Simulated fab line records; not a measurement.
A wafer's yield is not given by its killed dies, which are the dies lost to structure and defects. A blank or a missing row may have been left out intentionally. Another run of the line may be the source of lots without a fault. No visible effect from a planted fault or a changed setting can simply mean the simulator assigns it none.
Matching of chambers -- flow n5 finfet -- 4 sister chambers for N5_MOL_CONTACT_COAG_ALD_27 on ald sin-02
The step deposits SiOC, target thk 17 nm, pulse time 1.5 s, time 2720 s. 8 wafers are shown with their chamber, then 9 later ones without.

## EACH WAFER AND ITS CHAMBER
wafer,chamber,heater power outer w (W),heater power w (W)
L076.3,1,505,822
L084.2,1,517,858
L085.2,2,530,863
L085.3,0,486,803
L085.6,3,571,887
L086.2,0,471,784
L086.4,2,519,864
L086.5,3,562,882

## WAFERS WITH NO CHAMBER GIVEN
wafer,heater power outer w (W),heater power w (W)
L090.2,476,791
L090.3,564,868
L090.5,587,898
L091.2,532,883
L091.5,564,908
L091.6,549,869
L096.1,531,854
L096.4,489,790
L096.6,477,784

## THE CHAMBER EACH PASSED THROUGH
wafer,from the rows above,in truth
L090.2,0,0
L090.3,3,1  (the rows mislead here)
L090.5,3,3
L091.2,2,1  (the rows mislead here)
L091.5,3,3
L091.6,can't be placed: 3 or 2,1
L096.1,can't be placed: 2 or 1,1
L096.4,0,0
L096.6,0,0
5 of 9 placed correctly. These rows do not allow placing 2 (true chamber among the candidates in 1). 2 placed wrongly.
How it was worked out, from the rows above alone: a wafer's distance from a chamber is the root of the sum, over the readings, of the square of ((its reading less the chamber's mean) divided by the reading's scatter). The wafer belongs to the nearest chamber; if the next one is less than 2 further off, it can't be placed. A chamber's mean is the mean of its shown wafers. The scatter is the square root of a quotient: the sum, over the shown wafers, of each reading's squared deviation from its chamber's mean, divided by wafers minus chambers.
